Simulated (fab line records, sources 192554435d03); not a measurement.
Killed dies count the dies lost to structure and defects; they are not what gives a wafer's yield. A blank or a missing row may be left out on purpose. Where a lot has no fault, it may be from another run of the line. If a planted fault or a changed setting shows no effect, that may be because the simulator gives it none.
fab line records ; flow n5Finfet ; part 1 of 2: steps 1 to 21 of 28
record lots=5; wafers=15; lastDay=18
route steps=1938 shown BEOL_M3@951
lots with no fault: from the same line, run without faults
startH: hours from the record's opening day to when the first of the lot's shown wafers began ; waitH: hours elapsed since this lot's preceding step ; " repeats the value in the row above ; L1.1+2: a row that stands for several wafers ; - no value, or no start was given ; * or withheld: withheld ; < > ~ a bound
route shown NAME@n: NAME is a module with steps in the file, n the number in the route of the first one ; usual: average and standard deviation across the fault-free wafers ; same: alike in all rows ; chamber/n: place in a boat ; sites: readings site by site ; _std_site: standard deviation across them ; _edge_site: outer sites' mean less inner sites' ; radiusMm: for every site, how far away it sits from the centre of the wafer ; mask NAME#n: copy n ; behind: the most recent tool/chamber to have shaped the wafer ; hold: reason for holding the lot/hours on hold/outcome of the hold ; device: whichever transistor did not switch (one of n, p or np) ; end of line: at the end of the route, the tests of the same wafers ; a step with no rows: only its recipe ; killed: the dies lost at the first sort to structure and to defects; this is not the yield of the wafer ; map: per-die view of a wafer (x killed, . not killed, _ where there is no die)
set.NAME: the run value of the setting; set.NAME@STEP: its run value at that earlier step ; model.NAME: the simulator's own value behind a step, which no gauge read
certain route steps with their lots: each step a table, each wafer a row
services: a tool's chamber out of use, with start hour (startH, from the record's first day; less than 0 if before it), hours out, and reason
## steps
# step N5_BEOL_M3_STRIP_65
# recipe chemistry=N2/H2; tempC=40; n2FlowSccm=200; h2FlowSccm=200; rfFrequencyHz=6e+07
lot.wafer;tool;chamber;startH;waitH
L082.1+3+6;rieDiel-03;3,0,2;192.47;0.1
L089.2+3+4;rieDiel-06;0,3,1;245.06;0.1
L088.2+3+6;rieDiel-04;0,3,2;245.52;0.1
L094.1+2+5;rieDiel-04;1,0,0;282.46;0.1
L097.1+4+6;rieDiel-04;3,0,2;294.81;0.1
# step N5_BEOL_M3_STRIP_75
# recipe chemistry=N2/H2; tempC=40; n2FlowSccm=200; h2FlowSccm=200; rfFrequencyHz=6e+07
lot.wafer;tool;chamber;startH;waitH
L082.1+3+6;rieDiel-03;3,0,2;192.48;0.0
L089.2+3+4;rieDiel-06;0,3,1;245.07;0.0
L088.2+3+6;rieDiel-04;0,3,2;245.53;0.0
L094.1+2+5;rieDiel-04;1,0,0;282.47;0.0
L097.1+4+6;rieDiel-04;3,0,2;294.82;0.0
# step N5_BEOL_M3_STRIP_66
# recipe chemistry=CF4; resist=SiARC; powerW=300; biasPowerW=75; pressureMtorr=50; cf4FlowSccm=150; rfFrequencyHz=6e+07
# usual drypumpMotorCurrentA=5.6/0.39; oesProductAu=0.77/0.084; rfVppV=270.9/1.3; showerheadPlenumPTorr=1.78/0.044; throttleValvePct=13.66/0.24
lot.wafer;tool;chamber;startH;waitH;drypumpMotorCurrentA;oesProductAu;rfHoursCounterH;rfVppV;showerheadPlenumPTorr;throttleValvePct
L082.1;rieDiel-03;3;192.49;0.0;6.4;0.86;53;271.6;1.81;13.57
L082.3;rieDiel-03;0;192.49;0.0;5.1;0.71;201;270.4;1.80;13.81
L082.6;rieDiel-03;2;192.49;0.0;5.3;0.92;-;271.6;1.77;13.14
L089.2;rieDiel-06;0;245.08;0.0;5.2;0.80;93;269.4;1.75;13.51
L089.3;rieDiel-06;3;245.08;0.0;6.2;0.84;55;271.4;1.82;13.37
L089.4;rieDiel-06;1;245.08;0.0;5.7;0.72;194;269.8;1.79;13.90
L088.2;rieDiel-04;0;245.54;0.0;5.9;0.70;202;271.1;1.78;13.90
L088.3;rieDiel-04;3;245.54;0.0;5.1;0.84;58;269.6;1.75;13.49
L088.6;rieDiel-04;2;245.54;0.0;5.7;0.67;-;268.1;1.70;14.02
L094.1;rieDiel-04;1;282.48;0.0;5.2;0.69;237;270.6;1.76;13.66
L094.2;rieDiel-04;0;282.48;0.0;5.9;0.69;219;271.0;1.77;13.94
L094.5;rieDiel-04;0;282.48;0.0;5.9;0.69;-;270.2;1.77;13.96
L097.1;rieDiel-04;3;294.83;0.0;5.2;0.82;77;271.2;1.75;13.54
L097.4;rieDiel-04;0;294.83;0.0;5.9;0.69;223;270.6;1.77;13.95
L097.6;rieDiel-04;2;294.83;0.0;5.7;0.93;-;273.2;1.91;13.51
# step N5_BEOL_M3_HM_OPEN_17
# recipe chemistry=Cl2/BCl3; targetDepthA=200; overetchA=60; target=TiN; maskMaterial=SOC; ionEnergyEv=150; pressureMtorr=10; icpW=1000; biasW=126; Cl2_flow_sccm=53.25; bcl3FlowSccm=21.75; Ar_flow_sccm=25
# usual drypumpMotorCurrentA=5.8/0.59; mfcArSccm=24.98/0.079; oesProductAu=0.66/0.11; throttleValvePct=22.07/0.22
lot.wafer;tool;chamber;startH;waitH;drypumpMotorCurrentA;mfcArSccm;oesProductAu;rfHoursCounterH;throttleValvePct
L082.1;rieMetal-01;1;192.53;0.0;4.7;25.01;0.79;9;21.94
L082.3;rieMetal-01;1;192.53;0.0;4.7;25.16;0.79;-;21.92
L082.6;rieMetal-01;1;192.53;0.0;4.7;25.11;0.79;-;21.94
L089.2;rieMetal-01;1;245.12;0.0;4.7;25.04;0.77;13;21.95
L089.3;rieMetal-01;0;245.12;0.0;6.1;25.02;0.60;-;21.85
L089.4;rieMetal-01;1;245.12;0.0;4.7;25.01;0.76;-;21.96
L088.2;rieMetal-02;0;245.58;0.0;6.0;25.01;0.76;5;22.14
L088.3;rieMetal-02;1;245.58;0.0;6.5;24.89;0.57;-;21.92
L088.6;rieMetal-02;0;245.58;0.0;6.0;25.00;0.76;-;22.13
L094.1;rieMetal-01;1;282.52;0.0;4.7;24.96;0.75;16;21.96
L094.2;rieMetal-01;0;282.52;0.0;6.0;25.02;0.60;74;21.86
L094.5;rieMetal-01;0;282.52;0.0;6.0;25.08;0.58;-;21.88
L097.1;rieMetal-03;1;294.87;0.0;5.4;25.05;0.76;12;21.92
L097.4;rieMetal-03;1;294.87;0.0;5.4;25.11;0.75;-;21.95
L097.6;rieMetal-03;1;294.87;0.0;5.4;25.14;0.76;-;21.92
# step N5_BEOL_M3_STRIP_19
# recipe chemistry=O2; powerW=400; tempC=40; pressureMtorr=30; rfFrequencyHz=6e+07; biasPowerW=0; overashFraction=0.2; o2FlowSccm=225
# usual drypumpMotorCurrentA=5.6/0.42; o2FlowSccm=225.0/0.67; oesProductAu=0.79/0.085; rfVppV=3.8/0.52; showerheadPlenumPTorr=2.09/0.063; throttleValvePct=16.73/0.24
# same overashFraction=0.2
lot.wafer;tool;chamber;startH;waitH;drypumpMotorCurrentA;o2FlowSccm;oesProductAu;rfHoursCounterH;rfVppV;showerheadPlenumPTorr;throttleValvePct
L082.1;rieDiel-03;2;192.73;0.2;5.3;224.0;0.94;6;3.7;2.07;16.26
L082.3;rieDiel-03;0;192.73;0.2;5.1;224.5;0.73;201;3.6;2.07;16.72
L082.6;rieDiel-03;3;192.73;0.2;6.3;225.3;0.88;-;3.1;2.14;16.85
L089.2;rieDiel-04;2;245.29;0.1;5.7;224.8;0.68;246;4.2;2.00;17.20
L089.3;rieDiel-04;3;245.29;0.1;5.1;225.3;0.84;58;4.8;2.06;16.71
L089.4;rieDiel-04;1;245.29;0.1;5.2;224.3;0.70;220;3.7;2.07;16.70
L088.2;rieDiel-06;2;245.77;0.2;6.0;225.5;0.68;240;3.5;2.06;16.86
L088.3;rieDiel-06;3;245.77;0.2;6.2;224.4;0.85;56;4.0;2.12;16.48
L088.6;rieDiel-06;3;245.77;0.2;6.2;224.6;0.85;-;3.3;2.12;16.48
L094.1;rieDiel-06;3;282.63;0.1;6.2;224.3;0.84;70;4.8;2.11;16.50
L094.2;rieDiel-06;0;282.63;0.1;5.2;224.7;0.79;106;3.6;2.01;16.50
L094.5;rieDiel-06;3;282.63;0.1;6.2;223.8;0.85;-;3.7;2.11;16.47
L097.1;rieDiel-03;2;294.98;0.1;5.3;224.9;0.87;32;3.7;2.06;16.32
L097.4;rieDiel-03;3;294.98;0.1;6.4;225.7;0.86;78;3.7;2.13;16.90
L097.6;rieDiel-03;2;294.98;0.1;5.3;225.3;0.87;-;3.9;2.06;16.32
# step N5_BEOL_M3_CD_MEAS_18
# recipe pitchNm=36; targetCdNm=18
# usual cdNm=18.0/0.39
lot.wafer;tool;chamber;startH;waitH;cdNm
L082.1;cdSem-03;-;192.80;0.0;18.2
L082.3;cdSem-03;-;192.80;0.0;18.3
L082.6;cdSem-03;-;192.80;0.0;17.8
L089.2;cdSem-03;-;245.36;0.1;18.4
L089.3;cdSem-03;-;245.36;0.1;18.1
L089.4;cdSem-03;-;245.36;0.1;17.7
L088.2;cdSem-01;-;245.85;0.1;18.2
L088.3;cdSem-01;-;245.85;0.1;17.3
L088.6;cdSem-01;-;245.85;0.1;18.1
L094.1;cdSem-01;-;282.70;0.0;18.0
L094.2;cdSem-01;-;282.70;0.0;17.5
L094.5;cdSem-01;-;282.70;0.0;17.4
L097.1;cdSem-01;-;295.05;0.0;17.5
L097.4;cdSem-01;-;295.05;0.0;18.6
L097.6;cdSem-01;-;295.05;0.0;18.6
# step N5_BEOL_M3_COAT_67
# recipe resist=SOC; tempC=250; timeS=60; spinRpm=1500; resistThkNm=60
# usual spinSpeedRpm=1500.0/1
lot.wafer;tool;chamber;startH;waitH;spinSpeedRpm
L082.1;lithoTrack-02;0;192.84;0.0;1498.8
L082.3;lithoTrack-02;0;192.84;0.0;1499.7
L082.6;lithoTrack-02;0;192.84;0.0;1499.1
L089.2;lithoTrack-03;0;245.41;0.0;1500.0
L089.3;lithoTrack-03;0;245.41;0.0;1499.3
L089.4;lithoTrack-03;0;245.41;0.0;1499.5
L088.2;lithoTrack-02;0;245.88;0.0;1501.2
L088.3;lithoTrack-02;0;245.88;0.0;1499.2
L088.6;lithoTrack-02;0;245.88;0.0;1498.7
L094.1;lithoTrack-03;0;282.73;0.0;1498.7
L094.2;lithoTrack-03;0;282.73;0.0;1499.1
L094.5;lithoTrack-03;0;282.73;0.0;1498.1
L097.1;lithoTrack-03;0;295.09;0.0;1499.4
L097.4;lithoTrack-03;0;295.09;0.0;1500.2
L097.6;lithoTrack-03;0;295.09;0.0;1499.4
# step N5_BEOL_M3_COAT_68
# recipe resist=SiARC; tempC=220; timeS=60; spinRpm=1500; resistThkNm=12
# usual spinSpeedRpm=1500.1/1
lot.wafer;tool;chamber;startH;waitH;spinSpeedRpm
L082.1;lithoTrack-02;0;-;-;1499.5
L082.3;lithoTrack-02;0;-;-;1499.8
L082.6;lithoTrack-02;0;-;-;1500.1
L089.2;lithoTrack-03;0;-;-;1499.5
L089.3;lithoTrack-03;0;-;-;1498.6
L089.4;lithoTrack-03;0;-;-;1499.0
L088.2;lithoTrack-02;0;-;-;1499.2
L088.3;lithoTrack-02;0;-;-;1498.9
L088.6;lithoTrack-02;0;-;-;1500.1
L094.1;lithoTrack-03;0;-;-;1499.0
L094.2;lithoTrack-03;0;-;-;1499.8
L094.5;lithoTrack-03;0;-;-;1499.7
L097.1;lithoTrack-03;0;-;-;1501.2
L097.4;lithoTrack-03;0;-;-;1500.2
L097.6;lithoTrack-03;0;-;-;1501.2
# step N5_BEOL_M3_COAT_76
# recipe resist=underlayer; tempC=205; timeS=60; spinRpm=1500; resistThkNm=5
# usual spinSpeedRpm=1500.1/0.84
lot.wafer;tool;chamber;startH;waitH;spinSpeedRpm
L082.1;lithoTrack-02;0;-;-;1500.8
L082.3;lithoTrack-02;0;-;-;1502.5
L082.6;lithoTrack-02;0;-;-;1500.2
L089.2;lithoTrack-03;0;-;-;1499.7
L089.3;lithoTrack-03;0;-;-;1501.1
L089.4;lithoTrack-03;0;-;-;1500.1
L088.2;lithoTrack-02;0;-;-;1500.4
L088.3;lithoTrack-02;0;-;-;1499.6
L088.6;lithoTrack-02;0;-;-;1501.0
L094.1;lithoTrack-03;0;-;-;1500.4
L094.2;lithoTrack-03;0;-;-;1500.8
L094.5;lithoTrack-03;0;-;-;1500.9
L097.1;lithoTrack-03;0;-;-;1499.7
L097.4;lithoTrack-03;0;-;-;1500.3
L097.6;lithoTrack-03;0;-;-;1499.2
# step N5_BEOL_M3_COAT_22
# recipe resist=CAR-EUV; spinRpm=1500; resistThkNm=30
# usual spinSpeedRpm=1499.9/0.82
lot.wafer;tool;chamber;startH;waitH;spinSpeedRpm
L082.1;lithoTrack-02;0;-;-;1499.0
L082.3;lithoTrack-02;0;-;-;1499.9
L082.6;lithoTrack-02;0;-;-;1499.8
L089.2;lithoTrack-03;0;-;-;1499.5
L089.3;lithoTrack-03;0;-;-;1500.6
L089.4;lithoTrack-03;0;-;-;1500.8
L088.2;lithoTrack-02;0;-;-;1500.5
L088.3;lithoTrack-02;0;-;-;1500.5
L088.6;lithoTrack-02;0;-;-;1499.8
L094.1;lithoTrack-03;0;-;-;1500.5
L094.2;lithoTrack-03;0;-;-;1499.9
L094.5;lithoTrack-03;0;-;-;1499.0
L097.1;lithoTrack-03;0;-;-;1500.9
L097.4;lithoTrack-03;0;-;-;1501.3
L097.6;lithoTrack-03;0;-;-;1500.1
# step N5_BEOL_M3_EBR_24
# recipe solvent=PGMEA; ebrWidthMm=1.5
# same ebrWidthMm=1.5
lot.wafer;tool;chamber;startH;waitH
L082.1+3+6;lithoTrack-02;0;-;-
L089.2+3+4;lithoTrack-03;0;-;-
L088.2+3+6;lithoTrack-02;0;-;-
L094.1+2+5;lithoTrack-03;0;-;-
L097.1+4+6;lithoTrack-03;0;-;-
# step N5_BEOL_M3_SOFTBAKE_23
# recipe tempC=110; timeS=60; resist=CAR-EUV
lot.wafer;tool;chamber;startH;waitH
L082.1+3+6;lithoTrack-02;0;-;-
L089.2+3+4;lithoTrack-03;0;-;-
L088.2+3+6;lithoTrack-02;0;-;-
L094.1+2+5;lithoTrack-03;0;-;-
L097.1+4+6;lithoTrack-03;0;-;-
# step N5_BEOL_M3_EXPOSE_25
# recipe maskId=V2; na=0.33; sourceShape=quasar; sigmaInner=0.2; sigmaOuter=0.8; polarization=unpolarized; defocusNm=5; doseMj=63
lot.wafer;tool;chamber;startH;waitH;mask
L082.1+3+6;euvScanner-02;0;192.98;-;V2#0
L089.2+3+4;euvScanner-01;0;245.55;-;V2#0
L088.2+3+6;euvScanner-02;0;246.15;-;V2#0
L094.1+2+5;euvScanner-01;0;282.89;-;V2#0
L097.1+4+6;euvScanner-02;0;295.23;-;V2#0
# step N5_BEOL_M3_PEB_26
# recipe pebTempC=100; pebTimeS=60; resist=CAR-EUV
# same pebTimeS=60
lot.wafer;tool;chamber;startH;waitH
L082.1+3+6;lithoTrack-03;0;193.06;0.1
L089.2+3+4;lithoTrack-02;0;245.62;0.1
L088.2+3+6;lithoTrack-03;0;246.22;0.1
L094.1+2+5;lithoTrack-03;0;282.97;0.1
L097.1+4+6;lithoTrack-01;0;295.31;0.1
# step N5_BEOL_M3_DEVELOP_27
# recipe developTimeS=30; developer=TMAH; resist=CAR-EUV; rinseLiquid=surfactantRinse; dry=airSpin; devTempC=23
lot.wafer;tool;chamber;startH;waitH
L082.1+3+6;lithoTrack-03;0;-;-
L089.2+3+4;lithoTrack-02;0;-;-
L088.2+3+6;lithoTrack-03;0;-;-
L094.1+2+5;lithoTrack-03;0;-;-
L097.1+4+6;lithoTrack-01;0;-;-
# step N5_BEOL_M3_CD_MEAS_28
# recipe targetCdNm=25.7; landingEnergyEv=500; detector=seInlens; targetCdYNm=23.3; polarity=opening
# usual cdNm=25.64/0.26
lot.wafer;tool;chamber;startH;waitH;cdNm
L082.1;cdSem-02;0;193.12;-;26.17
L082.3;cdSem-02;0;193.12;-;25.64
L082.6;cdSem-02;0;193.12;-;25.74
L089.2;cdSem-02;0;245.69;-;25.48
L089.3;cdSem-02;0;245.69;-;25.41
L089.4;cdSem-02;0;245.69;-;26.14
L088.2;cdSem-03;0;246.29;-;25.71
L088.3;cdSem-03;0;246.29;-;25.24
L088.6;cdSem-03;0;246.29;-;25.02
L094.1;cdSem-02;0;283.03;-;25.40
L094.2;cdSem-02;0;283.03;-;25.59
L094.5;cdSem-02;0;283.03;-;25.73
L097.1;cdSem-01;0;295.37;-;25.85
L097.4;cdSem-01;0;295.37;-;25.56
L097.6;cdSem-01;0;295.37;-;25.55
# step N5_BEOL_M3_OVL_MEAS_29
# recipe pointsPerWafer=522
# usual V2_OVL=0.0/0.61
lot.wafer;tool;chamber;startH;waitH;V2_OVL[nm]
L082.1;overlay-02;0;193.15;0.0;-0.1
L082.3;overlay-02;0;193.15;0.0;0.7
L082.6;overlay-02;0;193.15;0.0;-0.1
L089.2;overlay-01;0;245.72;0.0;0.2
L089.3;overlay-01;0;245.72;0.0;-0.6
L089.4;overlay-01;0;245.72;0.0;0.8
L088.2;overlay-02;0;246.32;0.0;-0.2
L088.3;overlay-02;0;246.32;0.0;0.4
L088.6;overlay-02;0;246.32;0.0;0.2
L094.1;overlay-01;0;283.07;0.0;0.4
L094.2;overlay-01;0;283.07;0.0;-0.1
L094.5;overlay-01;0;283.07;0.0;-0.7
L097.1;overlay-01;0;295.40;0.0;1.0
L097.4;overlay-01;0;295.40;0.0;1.0
L097.6;overlay-01;0;295.40;0.0;0.2
# step N5_BEOL_M3_INSPECT_30
# recipe mode=adi; inspectInstrument=brightfield
# usual rawDefectCount=432/100
lot.wafer;tool;chamber;startH;waitH;rawDefectCount
L082.1;defectInspect-02;-;193.21;0.1;336
L082.3;defectInspect-02;-;193.21;0.1;514
L082.6;defectInspect-02;-;193.21;0.1;390
L089.2;defectInspect-01;-;245.78;0.0;382
L089.3;defectInspect-01;-;245.78;0.0;443
L089.4;defectInspect-01;-;245.78;0.0;357
L088.2;defectInspect-01;-;246.38;0.0;473
L088.3;defectInspect-01;-;246.38;0.0;451
L088.6;defectInspect-01;-;246.38;0.0;464
L094.1;defectInspect-01;-;283.12;0.1;595
L094.2;defectInspect-01;-;283.12;0.1;373
L094.5;defectInspect-01;-;283.12;0.1;403
L097.1;defectInspect-02;-;295.46;0.1;271
L097.4;defectInspect-02;-;295.46;0.1;393
L097.6;defectInspect-02;-;295.46;0.1;353
# step N5_BEOL_M3_DESCUM_33
# recipe chemistry=O2; timeS=7; sourcePowerW=50; biasPowerW=20; pressureMtorr=20; rfFrequencyHz=2.712e+07; tempC=40; resist=CAR-EUV; o2FlowSccm=225
# usual drypumpMotorCurrentA=5.6/0.42; o2FlowSccm=225.0/0.6; oesProductAu=0.78/0.081; rfVppV=243.1/1.2; showerheadPlenumPTorr=2.08/0.06; throttleValvePct=20.48/0.22
lot.wafer;tool;chamber;startH;waitH;drypumpMotorCurrentA;o2FlowSccm;oesProductAu;rfHoursCounterH;rfVppV;showerheadPlenumPTorr;throttleValvePct
L082.1;rieDiel-03;0;193.25;0.0;5.1;224.7;0.72;201;242.6;2.07;20.45
L082.3;rieDiel-03;2;193.25;0.0;5.3;224.9;0.95;6;243.5;2.06;20.04
L082.6;rieDiel-03;2;193.25;0.0;5.3;224.8;0.94;-;242.7;2.06;20.05
L089.2;rieDiel-06;0;245.81;0.0;5.2;225.4;0.80;93;240.2;2.01;20.20
L089.3;rieDiel-06;1;245.81;0.0;5.7;223.4;0.74;195;242.6;2.07;20.63
L089.4;rieDiel-06;2;245.81;0.0;6.1;226.1;0.67;240;243.3;2.05;20.52
L088.2;rieDiel-06;0;246.85;0.5;5.2;224.5;0.80;94;241.1;2.01;20.22
L088.3;rieDiel-06;1;246.85;0.5;5.7;225.1;0.74;195;243.4;2.07;20.63
L088.6;rieDiel-06;2;246.85;0.5;6.0;225.0;0.68;-;242.8;2.05;20.52
L094.1;rieDiel-03;1;283.16;0.0;5.4;224.6;0.85;47;244.3;2.23;20.56
L094.2;rieDiel-03;2;283.16;0.0;5.3;224.7;0.88;29;243.1;2.05;20.07
L094.5;rieDiel-03;1;283.16;0.0;5.4;225.2;0.85;-;245.0;2.23;20.56
L097.1;rieDiel-06;0;295.50;0.0;5.2;223.2;0.79;112;244.3;2.01;20.23
L097.4;rieDiel-06;3;295.50;0.0;6.2;225.3;0.83;-;243.0;2.11;20.31
L097.6;rieDiel-06;0;295.50;0.0;5.2;224.5;0.78;-;241.5;2.01;20.25
# step N5_BEOL_M3_ETCH_77
# recipe chemistry=N2/H2; target=underlayer; targetDepthA=65; maskMaterial=CAR-EUV; timeS=5.2; ionEnergyEv=200; pressureMtorr=30; sourceW=840; biasW=150; n2FlowSccm=200; h2FlowSccm=200; ends=cleared
# usual drypumpMotorCurrentA=5.6/0.42; etchRfOnTimeS=5.28/0.18; oesProductAu=0.66/0.067; rfVppV=523.6/2.4; showerheadPlenumPTorr=2.53/0.071; throttleValvePct=17.94/0.27
lot.wafer;tool;chamber;startH;waitH;drypumpMotorCurrentA;etchRfOnTimeS;oesProductAu;rfHoursCounterH;rfVppV;showerheadPlenumPTorr;throttleValvePct
L082.1;rieDiel-03;0;193.28;0.0;5.1;5.39;0.61;201;523.5;2.54;18.05
L082.3;rieDiel-03;2;193.28;0.0;5.3;5.03;0.79;6;523.4;2.52;17.50
L082.6;rieDiel-03;2;193.28;0.0;5.3;5.11;0.79;-;522.3;2.52;17.48
L089.2;rieDiel-06;0;245.85;0.0;5.2;5.64;0.66;93;520.1;2.44;17.58
L089.3;rieDiel-06;1;245.85;0.0;5.7;5.26;0.60;195;523.5;2.53;18.10
L089.4;rieDiel-06;2;245.85;0.0;6.0;5.34;0.58;240;521.0;2.50;17.95
L088.2;rieDiel-06;0;246.89;0.0;5.2;5.67;0.66;94;520.6;2.44;17.60
L088.3;rieDiel-06;1;246.89;0.0;5.7;5.25;0.62;195;524.1;2.53;18.12
L088.6;rieDiel-06;2;246.89;0.0;6.1;5.39;0.57;-;522.8;2.50;17.96
L094.1;rieDiel-03;1;283.19;0.0;5.3;5.36;0.72;47;527.0;2.68;17.84
L094.2;rieDiel-03;2;283.19;0.0;5.3;5.06;0.75;29;523.1;2.51;17.54
L094.5;rieDiel-03;1;283.19;0.0;5.4;5.36;0.71;-;528.9;2.68;17.87
L097.1;rieDiel-06;0;295.53;0.0;5.2;5.68;0.65;112;520.4;2.43;17.60
L097.4;rieDiel-06;3;295.53;0.0;6.2;5.27;0.69;-;526.5;2.58;17.86
L097.6;rieDiel-06;0;295.53;0.0;5.2;5.59;0.65;-;522.2;2.43;17.61
# step N5_BEOL_M3_ETCH_69
# recipe chemistry=CF4; target=SiARC; targetDepthA=156; maskMaterial=CAR-EUV; timeS=26; ionEnergyEv=80; pressureMtorr=40; sourceW=545; biasW=36; Ar_flow_sccm=100; cf4FlowSccm=100; ends=cleared
# usual drypumpMotorCurrentA=5.6/0.42; etchRfOnTimeS=26.4/0.84; mfcArSccm=99.98/0.27; oesProductAu=0.66/0.066; rfVppV=184.0/1.1; showerheadPlenumPTorr=2.13/0.055; throttleValvePct=15.67/0.2
lot.wafer;tool;chamber;startH;waitH;drypumpMotorCurrentA;etchRfOnTimeS;mfcArSccm;oesProductAu;rfHoursCounterH;rfVppV;showerheadPlenumPTorr;throttleValvePct
L082.1;rieDiel-03;0;193.30;0.0;5.1;27.2;99.98;0.60;201;183.2;2.14;15.83
L082.3;rieDiel-03;2;193.30;0.0;5.3;25.4;100.08;0.79;6;183.7;2.11;15.22
L082.6;rieDiel-03;2;193.30;0.0;5.3;25.2;99.96;0.80;-;182.1;2.11;15.19
L089.2;rieDiel-06;0;245.87;0.0;5.2;27.7;100.03;0.67;93;183.8;2.08;15.52
L089.3;rieDiel-06;1;245.87;0.0;5.7;26.2;99.57;0.62;195;184.3;2.12;15.85
L089.4;rieDiel-06;2;245.87;0.0;6.1;26.4;100.36;0.58;240;182.5;2.10;15.85
L088.2;rieDiel-06;0;246.91;0.0;5.2;27.7;99.86;0.67;94;182.9;2.08;15.52
L088.3;rieDiel-06;1;246.91;0.0;5.7;25.9;100.06;0.62;195;185.1;2.12;15.86
L088.6;rieDiel-06;2;246.91;0.0;6.0;26.4;99.69;0.58;-;184.3;2.10;15.88
L094.1;rieDiel-03;1;283.21;0.0;5.4;27.0;100.42;0.71;47;185.4;2.26;15.61
L094.2;rieDiel-03;2;283.21;0.0;5.3;25.4;100.07;0.75;29;183.5;2.10;15.23
L094.5;rieDiel-03;1;283.21;0.0;5.4;27.0;100.15;0.71;-;185.7;2.26;15.61
L097.1;rieDiel-06;0;295.55;0.0;5.2;27.5;100.54;0.66;112;183.2;2.07;15.55
L097.4;rieDiel-06;3;295.55;0.0;6.2;26.2;100.11;0.70;-;185.2;2.17;15.51
L097.6;rieDiel-06;0;295.55;0.0;5.2;27.6;100.19;0.65;-;185.2;2.07;15.56
